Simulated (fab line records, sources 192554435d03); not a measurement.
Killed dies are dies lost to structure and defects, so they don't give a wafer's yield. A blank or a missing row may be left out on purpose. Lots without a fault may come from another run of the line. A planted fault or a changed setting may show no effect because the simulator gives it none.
A struck lot beside a sound one | flow n5_finfet | 16 steps out of a route of 1938
Sound: wafers L302.1, L302.2, L302.4. Struck: wafers L321.2, L321.5, L321.6. The cause comes at the end.
At each step with rows: each side's tool, then ch and its chambers, then its first start. Under that, the readings that differ: sound wafers | struck wafers | difference of the means | sigmas: that difference in standard deviations of wafers without a fault.
alike: readings whose means differ by less than 2 such deviations, and words and numbers that are the same on both sides. not compared: withheld readings, readings that some wafer has no value for, bounds like >300 that may hide the same value, and numbers for which the record gives no deviation and whose values overlap.
The two part at a step that has a row with sigmas, a row that says differs or no value, or rows on one side only. Numbers that don't overlap but have no deviation are shown without sigmas and don't part them. A reading that every wafer of one side lacks parts them only if that side has two wafers or more.

N5_BEOL_M1_SPUTTER_79: material Cu, target thk 4.5 nm, time 8.29 s.
  sound on pvd_sputter-02, day 6 11:22; struck on pvd_sputter-03, day 11 02:09
  alike: chamber_pressure_pa, chuck_gas_flow_sccm, substrate_temp_c, throttle_valve_pct
N5_BEOL_M1_ANNEAL_80: time 240 s.
  sound on pvd_sputter-02, day 6 11:26; struck on pvd_sputter-03, day 11 02:14
  alike: heater_power_w
then, 4 steps without rows for these wafers: N5_BEOL_M1_SPUTTER_81 (material Cu, target thk 4.5 nm, time 8.29 s); N5_BEOL_M1_ANNEAL_82 (time 240 s); N5_BEOL_M1_SPUTTER_86 (material Cu, target thk 4.5 nm, time 8.29 s); N5_BEOL_M1_ANNEAL_87 (time 240 s).
N5_BEOL_M1_SPUTTER_88: material Cu, target thk 4.5 nm, time 8.29 s.
  sound on pvd_sputter-02, day 6 12:01; struck on pvd_sputter-03, day 11 02:49
  alike: chamber_pressure_pa, chuck_gas_flow_sccm, substrate_temp_c, throttle_valve_pct
then, 4 steps without rows for these wafers: N5_BEOL_M1_ANNEAL_89 (time 240 s); N5_BEOL_M1_SPUTTER_90 (material Cu, target thk 4.5 nm, time 8.29 s); N5_BEOL_M1_ANNEAL_91 (time 240 s); N5_BEOL_M1_SPUTTER_92 (material Cu, target thk 4.5 nm, time 8.29 s).
N5_BEOL_M1_ANNEAL_93: time 240 s.
  sound on pvd_sputter-02, day 6 12:32; struck on pvd_sputter-03, day 11 03:20
  alike: heater_power_w
N5_BEOL_M1_SPUTTER_94: material Cu, target thk 4.5 nm, time 8.29 s.
  sound on pvd_sputter-02, day 6 12:41; struck on pvd_sputter-03, day 11 03:28
  no value came back on the struck wafers for chamber_pressure_pa (Pa), chuck_gas_flow_sccm (sccm), substrate_temp_c (C), throttle_valve_pct (%); on the sound wafers chamber_pressure_pa (Pa) reads 0.06987 0.06998 0.07008
N5_BEOL_M1_ANNEAL_95: time 240 s.
  sound on pvd_sputter-02, day 6 12:46; struck on pvd_sputter-03, day 11 03:33
  alike: heater_power_w
N5_BEOL_M4_RC_MEAS_101:
  sound on prober-02 ch 0, day 8 06:22; struck on prober-02 ch 0, day 13 02:40
  reading   | sound          | struck         | difference | sigmas
  VT_P (mV) | -255 -247 -251 | -261 -261 -257 | -9         | -2
  alike: DIBL_N, DIBL_P, IOFF_N, IOFF_P, ION_N, ION_P, SS_N, SS_P, VT_N
-- the record jumps here: 4 days lie between the struck wafers' starts before and after (it left off in module BEOL_M4 and takes up again in module PASSIVATION, whose first step shown is number 1936 of the route) --
N5_PASSIVATION_PROBE_49:
  sound on prober-02, day 12 07:37; struck on prober-01, day 17 11:33
  alike: defect_limited_yield, killed_at_M0_to_M3, killed_at_M4_up, killed_at_contacts, killed_at_front_end, killed_at_other, killed_dies, killed_open, killed_short, sort_bin_4_leakage, sort_bin_5_function, sort_bin_6_memory, sort_bin_8_speed, sort_n_pass, sort_yield_pct

WHERE THEY PART
First at N5_BEOL_M1_SPUTTER_94; last, within this record, at N5_BEOL_M4_RC_MEAS_101. Later steps at which nothing parts them and some readings are alike: N5_PASSIVATION_PROBE_49.

WHY: what the simulator had put in
Skipped step whole: pvd_sputter-03, from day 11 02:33 on, at N5_BEOL_M1_SPUTTER_94. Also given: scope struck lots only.
